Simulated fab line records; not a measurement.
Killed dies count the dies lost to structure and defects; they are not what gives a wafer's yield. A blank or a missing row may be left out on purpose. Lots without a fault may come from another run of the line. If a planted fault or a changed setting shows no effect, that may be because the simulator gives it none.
fab line records	flow n5_finfet	part 1 of 2: steps 1 to 4 of 6
record lots=21	wafers=63	last_day=19
route steps=1938 shown MOL_CONTACT_COAG@603 BEOL_M0_SAQP@662 BEOL_M0_CUTY@712 BEOL_M0@715
lots untouched by any fault: they come from a run of this same line in which no faults occurred
start_h: the number of hours between the record's first day and the start of the first shown wafer of the lot	wait_h: hours elapsed since this lot's preceding step	" repeats the value in the row above	L1.1+2: a row that stands for several wafers	- no value present, or no start provided	* or withheld: withheld	< > ~ a bound
route shown NAME@n: NAME is a module with steps in the file, n the number in the route of the first one	usual: mean/standard deviation taken from wafers without a fault	same: alike in all rows	chamber/n: place in a boat	sites: readings site by site	_std_site: standard deviation of those values	_edge_site: inner sites' mean taken away from outer sites' mean	radius_mm: how far each site lies from the wafer's centre	mask NAME#n: copy n	behind: the last tool/chamber to shape the wafer	hold: the reason the lot was held/the length of the hold in hours/how it ended	device: whichever transistor did not switch (one of n, p or np)	end of line: at the end of the route, the tests of the same wafers	for a step that has no rows: nothing shown but its recipe	killed: count of dies lost to structure and defects at first sort (not the wafer's yield)	map: a wafer's dies, x killed, . not, _ none there
set.NAME: setting as actually run; set.NAME@STEP: the setting as run at that earlier step	model.NAME: the simulator's own value behind a step, which no gauge read
steps of the route over a sample of lots; a table a step, a row a wafer
services: from which hour (start_h, from the record's first day; less than 0 if before it) a tool's chamber was out of use, for how many hours, and why
## steps
# step N5_MOL_CONTACT_COAG_OVL_MEAS_41
# recipe points_per_wafer=522
# usual VD_OVL=0.0/0.71
lot.wafer	tool	chamber	start_h	wait_h	VD_OVL[nm]
L074.2	overlay-02	0	101.25	0.0	-1.4
L074.3	"	0	"	"	-0.8
L074.4	"	0	"	"	-1.0
L076.2	overlay-02	0	109.93	0.0	0.1
L076.3	"	0	"	"	1.2
L076.5	"	0	"	"	0.6
L075.4	overlay-02	0	112.44	0.0	-0.8
L075.5	"	0	"	"	-0.7
L075.6	"	0	"	"	-0.6
L077.4	overlay-02	0	122.17	0.0	0.3
L077.5	"	0	"	"	0.6
L077.6	"	0	"	"	-0.6
L078.1	overlay-01	0	137.98	0.0	0.0
L078.3	"	0	"	"	-0.1
L078.4	"	0	"	"	0.7
L079.2	overlay-02	0	140.07	0.0	-0.6
L079.5	"	0	"	"	0.4
L079.6	"	0	"	"	-0.6
L080.2	overlay-02	0	143.44	0.0	-0.3
L080.3	"	0	"	"	0.2
L080.6	"	0	"	"	0.0
L082.2	overlay-02	0	145.64	0.0	0.5
L082.4	"	0	"	"	-0.6
L082.5	"	0	"	"	0.4
L083.2	overlay-01	0	153.00	0.0	0.0
L083.3	"	0	"	"	-1.2
L083.6	"	0	"	"	-1.4
L084.2	overlay-02	0	161.12	0.0	-0.6
L084.3	"	0	"	"	0.4
L084.4	"	0	"	"	0.3
L085.1	overlay-02	0	163.43	0.0	0.2
L085.2	"	0	"	"	-1.1
L085.3	"	0	"	"	-0.6
L087.2	overlay-02	0	182.44	0.0	0.8
L087.4	"	0	"	"	0.5
L087.5	"	0	"	"	0.3
L088.2	overlay-01	0	187.04	0.0	0.6
L088.3	"	0	"	"	0.5
L088.5	"	0	"	"	-0.4
L090.2	overlay-02	0	196.75	0.0	-0.3
L090.3	"	0	"	"	-0.1
L090.4	"	0	"	"	0.4
L091.1	overlay-02	0	200.42	0.0	-0.5
L091.3	"	0	"	"	-0.1
L091.6	"	0	"	"	-0.1
L092.2	overlay-01	0	205.77	0.0	-0.1
L092.5	"	0	"	"	-0.5
L092.6	"	0	"	"	-0.2
L093.1	overlay-01	0	216.59	0.0	0.9
L093.3	"	0	"	"	-0.2
L093.6	"	0	"	"	0.6
L094.1	overlay-02	0	221.40	0.0	-0.4
L094.2	"	0	"	"	-0.1
L094.3	"	0	"	"	-0.3
L095.2	overlay-01	0	227.09	0.0	0.6
L095.3	"	0	"	"	-0.3
L095.6	"	0	"	"	-0.6
L096.4	overlay-02	0	237.75	0.0	0.9
L096.5	"	0	"	"	1.2
L096.6	"	0	"	"	0.4
L097.1	overlay-01	0	240.19	0.0	1.3
L097.3	"	0	"	"	0.6
L097.6	"	0	"	"	1.0
# step N5_BEOL_M0_SAQP_RECESS_114
# recipe chemistry=HF/NH3	target=SiO2	target_depth_a=144	afs_cycles=3	temp_c=30	sublimation_temp_c=180	sublimation_time_s=60
# usual drypump_motor_current_A=5.76/0.16	temp_c=29.99/0.11
lot.wafer	tool	chamber	start_h	wait_h	drypump_motor_current_A	temp_c
L074.2	vapor_etch-02	0	110.55	0.0	5.73	30.05
L074.3	"	0	"	"	5.72	29.95
L074.4	"	1	"	"	5.69	29.97
L076.2	vapor_etch-02	0	118.40	0.0	5.74	29.93
L076.3	"	0	"	"	5.74	29.85
L076.5	"	0	"	"	5.73	29.98
L075.4	vapor_etch-01	1	120.29	0.1	6.10	29.97
L075.5	"	0	"	"	5.54	29.92
L075.6	"	1	"	"	6.09	30.01
L077.4	vapor_etch-01	1	131.55	0.1	6.08	29.84
L077.5	"	0	"	"	5.52	29.88
L077.6	"	1	"	"	6.10	29.88
L078.1	vapor_etch-02	0	145.16	0.1	5.73	30.29
L078.3	"	0	"	"	5.74	30.25
L078.4	"	1	"	"	5.73	30.06
L079.2	vapor_etch-02	0	149.60	1.5	5.74	29.94
L079.5	"	1	"	"	5.72	29.86
L079.6	"	0	"	"	5.74	30.02
L080.2	vapor_etch-02	1	150.60	0.0	5.72	30.16
L080.3	"	0	"	"	5.73	30.15
L080.6	"	1	"	"	5.74	30.13
L082.2	vapor_etch-02	0	158.56	1.9	5.73	30.10
L082.4	"	1	"	"	5.73	30.06
L082.5	"	1	"	"	5.71	29.95
L083.2	vapor_etch-02	0	160.96	0.0	5.74	30.01
L083.3	"	0	"	"	5.74	29.94
L083.6	"	1	"	"	5.73	30.14
L084.2	vapor_etch-02	0	169.29	0.3	5.73	29.97
L084.3	"	1	"	"	5.73	30.06
L084.4	"	0	"	"	5.74	30.08
L085.1	vapor_etch-01	0	172.81	0.0	5.56	29.89
L085.2	"	1	"	"	6.12	30.00
L085.3	"	0	"	"	5.55	30.08
L087.2	vapor_etch-02	1	192.83	0.0	5.73	29.95
L087.4	"	0	"	"	5.74	29.75
L087.5	"	1	"	"	5.71	30.18
L088.2	vapor_etch-01	0	196.07	0.0	5.54	29.91
L088.3	"	1	"	"	6.09	29.82
L088.5	"	0	"	"	5.55	29.96
L090.2	vapor_etch-02	0	205.14	0.0	5.74	29.93
L090.3	"	1	"	"	5.72	29.93
L090.4	"	0	"	"	5.73	29.88
L091.1	vapor_etch-01	0	208.18	0.0	5.54	30.13
L091.3	"	0	"	"	5.51	30.11
L091.6	"	1	"	"	6.11	29.97
L092.2	vapor_etch-02	1	213.34	0.0	5.72	30.00
L092.5	"	0	"	"	5.75	29.98
L092.6	"	1	"	"	5.73	30.10
L093.1	vapor_etch-02	1	223.85	0.0	5.73	29.86
L093.3	"	1	"	"	5.74	30.04
L093.6	"	1	"	"	5.74	29.96
L094.1	vapor_etch-01	0	229.28	0.0	5.55	29.88
L094.2	"	1	"	"	6.11	30.04
L094.3	"	1	"	"	6.12	30.04
L095.2	vapor_etch-02	1	235.31	0.0	5.75	29.71
L095.3	"	1	"	"	5.73	29.65
L095.6	"	1	"	"	5.74	29.81
L096.4	vapor_etch-01	0	249.24	0.2	5.55	29.96
L096.5	"	1	"	"	6.13	29.96
L096.6	"	0	"	"	5.56	30.07
L097.1	vapor_etch-02	1	249.65	0.0	5.69	29.96
L097.3	"	0	"	"	5.75	30.15
L097.6	"	1	"	"	5.72	29.93
# step N5_BEOL_M0_SAQP_MANDREL1_REMOVE_100
# recipe chemistry=HBr/Cl2/O2	bt_time_s=10	target=a-Si	stop_on=SiNx	endpoint=OES-SiCl	over_etch_frac=0.85	icp_w=600	bias_w=30	HBr_flow_sccm=150	Cl2_flow_sccm=80	O2_flow_sccm=5	pressure_mtorr=10
# usual bias_w=29.99/0.085	drypump_motor_current_A=5.9/0.34	oes_product_au=0.998/0.016	throttle_valve_pct=36.8/0.34
lot.wafer	tool	chamber	start_h	wait_h	bias_w	drypump_motor_current_A	oes_product_au	rf_hours_counter_h	throttle_valve_pct
L074.2	rie_si-03	1	111.59	0.1	30.17	5.9	1.001	172	36.9
L074.3	"	2	"	"	29.98	6.3	0.992	67	36.5
L074.4	"	3	"	"	29.97	5.7	1.005	81	36.2
L076.2	rie_si-04	0	119.36	0.1	30.03	5.8	0.992	144	37.3
L076.3	"	1	"	"	30.06	6.5	1.017	0	36.8
L076.5	"	2	"	"	30.02	5.2	0.996	-	36.7
L075.4	rie_si-04	1	121.11	0.0	30.00	6.5	1.012	0	36.7
L075.5	"	0	"	"	30.02	5.7	0.985	-	37.3
L075.6	"	1	"	"	29.91	6.5	1.007	-	36.8
L077.4	rie_si-04	1	132.38	0.0	29.92	6.5	1.012	0	36.7
L077.5	"	0	"	"	30.06	5.8	0.987	-	37.3
L077.6	"	3	"	"	30.03	5.9	0.991	-	37.3
L078.1	rie_si-05	1	146.11	0.1	30.07	5.7	0.985	137	37.1
L078.3	"	2	"	"	29.97	5.7	1.012	146	37.0
L078.4	"	3	"	"	30.16	5.7	1.011	88	36.6
L079.2	rie_si-03	0	151.14	0.1	29.96	5.8	0.992	89	36.3
L079.5	"	3	"	"	29.89	5.8	0.998	-	36.2
L079.6	"	2	"	"	30.04	6.3	0.994	-	36.5
L080.2	rie_si-05	2	151.55	0.1	29.95	5.7	1.015	146	37.0
L080.3	"	0	"	"	29.88	6.0	1.034	7	36.6
L080.6	"	2	"	"	29.95	5.7	1.015	-	37.0
L082.2	rie_si-04	2	161.82	0.1	29.99	5.2	1.009	191	36.7
L082.4	"	3	"	"	29.92	5.9	0.988	171	37.3
L082.5	"	1	"	"	29.97	6.5	1.016	-	36.7
L083.2	rie_si-04	2	162.65	0.1	30.00	5.2	1.004	191	36.7
L083.3	"	0	"	"	29.94	5.8	0.985	145	37.3
L083.6	"	3	"	"	30.03	6.0	0.990	-	37.2
L084.2	rie_si-04	3	170.24	0.1	30.09	5.9	0.986	171	37.3
L084.3	"	1	"	"	29.89	6.5	1.011	1	36.7
L084.4	"	2	"	"	29.91	5.2	0.991	191	36.7
L085.1	rie_si-03	2	173.75	0.1	29.96	6.2	0.993	68	36.5
L085.2	"	3	"	"	29.96	5.7	1.005	83	36.2
L085.3	"	1	"	"	30.07	5.9	0.999	173	36.9
L087.2	rie_si-05	0	193.78	0.1	29.90	6.0	1.031	8	36.6
L087.4	"	2	"	"	29.99	5.7	1.017	147	37.0
L087.5	"	2	"	"	30.02	5.7	1.016	-	37.0
L088.2	rie_si-04	1	197.03	0.1	30.02	6.5	1.012	1	36.7
L088.3	"	2	"	"	30.08	5.2	0.995	0	36.4
L088.5	"	0	"	"	30.09	5.8	0.995	-	37.3
L090.2	rie_si-03	1	206.24	0.1	30.22	5.9	1.000	174	36.9
L090.3	"	3	"	"	29.91	5.7	1.000	83	36.2
L090.4	"	2	"	"	29.95	6.3	0.993	68	36.5
L091.1	rie_si-04	3	209.24	0.1	30.06	5.9	0.999	172	37.3
L091.3	"	2	"	"	30.03	5.2	0.970	0	36.5
L091.6	"	0	"	"	30.01	5.8	0.972	-	37.3
L092.2	rie_si-03	1	214.60	0.1	29.98	5.9	0.995	174	36.9
L092.5	"	1	"	"	29.99	5.9	1.004	-	36.9
L092.6	"	0	"	"	30.16	5.9	0.987	-	36.3
L093.1	rie_si-05	1	224.88	0.1	29.99	5.7	0.981	139	37.1
L093.3	"	0	"	"	30.03	6.0	1.023	8	36.6
L093.6	"	0	"	"	30.00	6.0	1.028	-	36.6
L094.1	rie_si-05	0	230.24	0.1	29.97	6.0	1.032	8	36.6
L094.2	"	1	"	"	29.83	5.7	0.967	139	37.1
L094.3	"	3	"	"	29.81	5.8	1.012	90	36.6
L095.2	rie_si-05	0	237.53	0.1	30.06	6.0	1.040	8	36.6
L095.3	"	3	"	"	30.17	5.8	1.012	90	36.6
L095.6	"	1	"	"	29.97	5.7	0.990	-	37.1
L096.4	rie_si-04	0	251.33	0.1	29.98	5.8	0.972	146	37.3
L096.5	"	3	"	"	29.89	5.9	0.983	-	37.3
L096.6	"	0	"	"	30.00	5.8	0.981	-	37.3
L097.1	rie_si-03	3	251.37	0.1	30.00	5.7	1.002	84	36.2
L097.3	"	0	"	"	29.97	5.9	0.983	90	36.3
L097.6	"	0	"	"	29.99	5.8	0.987	-	36.4
# step N5_BEOL_M0_SAQP_STRIP_108
# recipe chemistry=N2/H2	power_w=500	temp_c=40	pressure_mtorr=50	rf_frequency_hz=6e+07	overash_fraction=0.3	bias_power_w=28	h2_frac=0.5	n2_flow_sccm=300	h2_flow_sccm=300
# usual drypump_motor_current_A=5.4/0.38	oes_product_au=0.79/0.088	rf_vpp_V=121.8/0.88	showerhead_plenum_p_Torr=3.36/0.077	temp_c=40.01/0.12	throttle_valve_pct=18.86/0.26
lot.wafer	tool	chamber	start_h	wait_h	drypump_motor_current_A	oes_product_au	rf_hours_counter_h	rf_vpp_V	showerhead_plenum_p_Torr	temp_c	throttle_valve_pct
L074.2	rie_diel-06	2	112.51	0.0	5.9	0.81	77	123.4	3.40	40.09	18.83
L074.3	"	1	"	"	5.7	0.69	238	120.8	3.17	40.16	19.21
L074.4	"	3	"	"	5.2	0.71	224	121.9	3.30	40.10	18.99
L076.2	rie_diel-03	1	120.27	0.0	5.1	0.84	67	122.6	3.40	39.90	18.72
L076.3	"	2	"	"	5.7	0.71	168	122.3	3.47	40.04	18.58
L076.5	"	1	"	"	5.1	0.83	-	121.1	3.40	39.79	18.73
L075.4	rie_diel-03	3	122.09	0.0	5.4	0.76	-	121.8	3.37	39.92	19.17
L075.5	"	1	"	"	5.1	0.83	-	122.8	3.40	40.02	18.71
L075.6	"	2	"	"	5.8	0.71	-	121.9	3.47	40.01	18.57
L077.4	rie_diel-06	3	133.32	0.0	5.2	0.71	-	121.2	3.30	40.16	19.00
L077.5	"	1	"	"	5.8	0.68	-	120.8	3.17	39.98	19.22
L077.6	"	2	"	"	5.8	0.81	-	121.6	3.40	39.99	18.87
L078.1	rie_diel-06	0	147.03	0.0	5.4	0.73	189	122.6	3.34	39.94	19.16
L078.3	"	3	"	"	5.2	0.70	236	119.3	3.30	39.79	19.01
L078.4	"	0	"	"	5.4	0.73	-	120.9	3.34	40.18	19.19
L079.2	rie_diel-05	3	152.07	0.0	5.4	0.77	118	120.5	3.37	40.19	18.50
L079.5	"	0	"	"	4.9	0.70	-	119.1	3.33	39.82	19.08
L079.6	"	1	"	"	4.9	0.88	-	121.9	3.28	39.92	18.47
L080.2	rie_diel-05	0	152.46	0.0	4.9	0.70	210	121.2	3.33	40.08	19.07
L080.3	"	2	"	"	5.9	0.82	92	121.9	3.39	39.84	19.11
L080.6	"	3	"	"	5.4	0.78	-	121.8	3.37	40.03	18.50
L082.2	rie_diel-05	2	164.59	0.0	5.8	0.82	96	123.8	3.39	40.05	19.11
L082.4	"	3	"	"	5.4	0.77	122	121.4	3.37	39.98	18.50
L082.5	"	3	"	"	5.4	0.77	-	121.5	3.37	40.00	18.52
L083.2	rie_diel-05	1	165.10	0.0	4.9	0.87	54	120.3	3.28	40.04	18.48
L083.3	"	2	"	"	5.9	0.81	97	123.0	3.39	40.18	19.11
L083.6	"	1	"	"	4.9	0.87	-	122.1	3.28	40.03	18.48
L084.2	rie_diel-03	0	171.20	0.0	6.2	0.95	8	122.2	3.30	40.05	18.56
L084.3	"	3	"	"	5.4	0.76	143	121.2	3.37	40.06	19.20
L084.4	"	2	"	"	5.8	0.71	182	121.4	3.46	39.89	18.58
L085.1	rie_diel-05	2	174.67	0.0	5.8	0.81	99	122.8	3.38	40.20	19.09
L085.2	"	1	"	"	4.9	0.87	57	122.0	3.28	40.03	18.50
L085.3	"	3	"	"	5.4	0.77	126	120.5	3.37	40.07	18.52
L087.2	rie_diel-06	0	194.88	0.0	5.4	0.72	208	120.9	3.33	39.94	19.21
L087.4	"	2	"	"	5.9	0.78	-	122.6	3.38	40.10	18.91
L087.5	"	1	"	"	5.8	0.95	-	120.5	3.57	39.89	18.85
L088.2	rie_diel-06	3	198.19	0.0	5.2	1.02	1	122.1	3.29	39.84	18.61
L088.3	"	1	"	"	5.7	0.96	6	123.3	3.57	40.15	18.85
L088.5	"	3	"	"	5.2	1.00	-	122.4	3.29	39.89	18.61
L090.2	rie_diel-03	2	207.63	0.0	5.8	0.69	193	121.6	3.45	40.08	18.60
L090.3	"	0	"	"	6.3	0.91	19	120.8	3.30	39.88	18.58
L090.4	"	1	"	"	5.1	0.81	91	122.3	3.39	39.90	18.76
L091.1	rie_diel-05	3	210.15	0.0	5.4	0.75	135	122.8	3.36	39.89	18.55
L091.3	"	2	"	"	5.8	0.80	109	123.4	3.38	40.07	19.14
L091.6	"	0	"	"	4.9	0.68	-	122.4	3.32	40.04	19.10
L092.2	rie_diel-06	0	215.88	0.0	5.4	0.72	215	121.5	3.32	39.95	19.21
L092.5	"	1	"	"	5.7	0.95	-	123.6	3.57	39.74	18.86
L092.6	"	0	"	"	5.4	0.73	-	120.6	3.32	39.97	19.21
L093.1	rie_diel-05	1	225.80	0.0	5.0	0.86	71	121.2	3.27	39.88	18.52
L093.3	"	0	"	"	4.9	0.69	232	122.1	3.32	39.92	19.10
L093.6	"	1	"	"	4.9	0.86	-	121.1	3.27	39.89	18.49
L094.1	rie_diel-05	2	231.15	0.0	5.9	0.79	115	121.5	3.38	40.05	19.13
L094.2	"	3	"	"	5.4	0.74	140	120.8	3.36	39.87	18.56
L094.3	"	0	"	"	4.9	0.68	234	121.9	3.31	39.95	19.10
L095.2	rie_diel-05	0	238.45	0.0	4.9	0.68	236	122.1	3.31	40.01	19.12
L095.3	"	1	"	"	4.9	0.85	74	120.5	3.27	39.89	18.51
L095.6	"	0	"	"	4.9	0.68	-	121.6	3.31	39.91	19.11
L097.1	rie_diel-06	3	252.29	0.0	5.2	0.95	16	122.5	3.28	40.30	18.64
L097.3	"	0	"	"	5.4	0.70	223	121.8	3.32	40.10	19.21
L097.6	"	2	"	"	5.8	0.78	-	121.5	3.38	40.04	18.94
L096.4	rie_diel-06	3	252.65	0.0	5.2	0.95	16	121.6	3.28	40.03	18.63
L096.5	"	2	"	"	5.8	0.77	-	122.2	3.38	40.02	18.93
L096.6	"	3	"	"	5.2	0.95	-	122.5	3.28	39.82	18.65
